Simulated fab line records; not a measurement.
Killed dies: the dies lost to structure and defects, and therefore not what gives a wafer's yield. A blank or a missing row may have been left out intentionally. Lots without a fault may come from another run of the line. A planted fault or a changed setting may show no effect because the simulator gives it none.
Split-lot study + flow n5-finfet + 39 wafers read across 7 lots, on a route 1938 steps long

== ON THE SPLIT ==
At N5_PASSIVATION_PECVD_35 (deposits SiNx from SiH4/NH3/N2, target thk 700 nm, time 151.3 s), the setting time-s was moved away from the recipe's 151.3 s on 18 of the 39 wafers read, by -37.3% to +55.8%. For the rest of the wafers, this setting stayed at what the recipe calls for.

The reading comes from the split's own step.

== THE READING ==
SiNx_of_PASSIVATION_PECVD_35.thk-nm (the simulator's own value, which no gauge read), in nm, at N5_PASSIVATION_PECVD_35 (deposits SiNx from SiH4/NH3/N2, target thk 700 nm, time 151.3 s). The file gives no usual value for it. Across the 21 wafers here that went through the recipe, the average is 701.3 nm and the standard deviation 7.6 nm.

| wafer  | tool, chamber at the split | time-s as run, s | against the recipe | SiNx_of_PASSIVATION_PECVD_35.thk-nm, nm | against lot-mates on the recipe |
|--------|----------------------------|------------------|--------------------|-----------------------------------------|---------------------------------|
| L074.1 | pecvd-04, 1                | 235.7            | +55.8%             | 1085                                    | +376.1                          |
| L074.2 | pecvd-04, 0                | 151.3            | recipe             | 702.8                                   | -                               |
| L074.3 | pecvd-04, 1                | 235.7            | +55.8%             | 1104                                    | +395.1                          |
| L074.4 | pecvd-04, 0                | 151.3            | recipe             | 708.2                                   | -                               |
| L074.5 | pecvd-04, 1                | 235.7            | +55.8%             | 1112                                    | +403.1                          |
| L074.6 | pecvd-04, 0                | 151.3            | recipe             | 715.6                                   | -                               |
| L075.1 | pecvd-04, 0                | 151.3            | recipe             | 687.8                                   | -                               |
| L075.2 | pecvd-04, 2                | 151.3            | recipe             | 695                                     | -                               |
| L075.3 | pecvd-04, 1                | 219.9            | +45.3%             | 1009                                    | +311.1                          |
| L075.4 | pecvd-04, 0                | 151.3            | recipe             | 710.8                                   | -                               |
| L075.5 | pecvd-04, 2                | 219.9            | +45.3%             | 1026                                    | +328.1                          |
| L075.6 | pecvd-04, 1                | 219.9            | +45.3%             | 1030                                    | +332.1                          |
| L083.1 | pecvd-03, 0                | 151.3            | recipe             | 693.4                                   | -                               |
| L083.2 | pecvd-03, 2                | 185.5            | +22.6%             | 864                                     | +165.3                          |
| L083.3 | pecvd-03, 1                | 151.3            | recipe             | 692.4                                   | -                               |
| L083.4 | pecvd-03, 2                | 185.5            | +22.6%             | 878.8                                   | +180.1                          |
| L083.5 | pecvd-03, 1                | 151.3            | recipe             | 710.4                                   | -                               |
| L083.6 | pecvd-03, 0                | 185.5            | +22.6%             | 870.4                                   | +171.7                          |
| L086.1 | pecvd-02, 0                | 211              | +39.5%             | 964.2                                   | +258.1                          |
| L086.2 | pecvd-02, 1                | 211              | +39.5%             | 975.2                                   | +269.1                          |
| L086.3 | pecvd-02, 2                | 151.3            | recipe             | 700.4                                   | -                               |
| L086.4 | pecvd-02, 2                | 151.3            | recipe             | 707.6                                   | -                               |
| L086.5 | pecvd-02, 1                | 151.3            | recipe             | 710.4                                   | -                               |
| L086.6 | pecvd-02, 0                | 211              | +39.5%             | 977.6                                   | +271.5                          |
| L094.1 | pecvd-04, 1                | 151.3            | recipe             | 697.6                                   | -                               |
| L094.2 | pecvd-04, 0                | 151.3            | recipe             | 701.8                                   | -                               |
| L094.4 | pecvd-04, 0                | 151.3            | recipe             | 711                                     | -                               |
| L092.1 | pecvd-02, 0                | 94.91            | -37.3%             | 437                                     | -258.7                          |
| L092.2 | pecvd-02, 2                | 151.3            | recipe             | 691.2                                   | -                               |
| L092.3 | pecvd-02, 2                | 151.3            | recipe             | 696.8                                   | -                               |
| L092.4 | pecvd-02, 0                | 94.91            | -37.3%             | 446.4                                   | -249.3                          |
| L092.5 | pecvd-02, 2                | 94.91            | -37.3%             | 434.6                                   | -261.1                          |
| L092.6 | pecvd-02, 0                | 151.3            | recipe             | 699.2                                   | -                               |
| L096.1 | pecvd-03, 0                | 224              | +48.1%             | 1030                                    | +331.4                          |
| L096.2 | pecvd-03, 2                | 151.3            | recipe             | 694                                     | -                               |
| L096.3 | pecvd-03, 1                | 151.3            | recipe             | 702                                     | -                               |
| L096.4 | pecvd-03, 2                | 224              | +48.1%             | 1043                                    | +344.4                          |
| L096.5 | pecvd-03, 1                | 224              | +48.1%             | 1048                                    | +349.4                          |
| L096.6 | pecvd-03, 0                | 151.3            | recipe             | 699.8                                   | -                               |

FIT RESULTS
A straight line over all 39 wafers: SiNx_of_PASSIVATION_PECVD_35.thk-nm changes by +7.07 nm for each +1% of time-s; r = +1.00; the points scatter about the line by 8.8 nm.
The same after taking each lot's own level away (the mean of its wafers on the recipe; 39 wafers): +7.01 nm for each +1%; r = +1.00; scatter 8.9 nm.
The reading moves by 3.9e+02 nm for the largest change in time-s, on that fit.
The span of the lots' own levels, 695.73 to 708.87 nm, comes to 1.7 times the standard deviation stated above.
Hence the lot-to-lot level has little effect on the slope; both slopes agree.
Check: for one of the wafers moved furthest among these (+55.8%), held out of the fit, the line's prediction against its lot-mates is +394 nm. It came out at +376 nm against them.

== OTHER SPLITS ON THESE WAFERS ==
These wafers also went through other splits before the reading. Each is held against what the fit with the lots' levels taken away leaves over:
| other split on the same wafers             | wafers away from the commonest value | r with SiNx_of_PASSIVATION_PECVD_35.thk-nm (lot level and that fit taken away) |
|--------------------------------------------|--------------------------------------|--------------------------------------------------------------------------------|
| N5_FIN_SAQP_PECVD_06 time-s                | 12                                   | -0.24                                                                          |
| N5_BEOL_M4_VIA_ETCH_34 target-depth-a      | 15                                   | +0.14                                                                          |
| N5_BEOL_M6_ETCH_62 time-s                  | 15                                   | +0.18                                                                          |
| N5_BEOL_M8_DESCUM_16 time-s                | 15                                   | +0.08                                                                          |
| N5_BEOL_M11_DESCUM_16 time-s               | 12                                   | +0.10                                                                          |
| N5_MIM_BOT_LITHO_DEVELOP_07 develop-time-s | 12                                   | +0.14                                                                          |

== THE FILE'S OWN FIT ==
SiNx_of_PASSIVATION_PECVD_35.thk-nm changes by +7.03 nm for each +1% of time-s, r = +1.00.
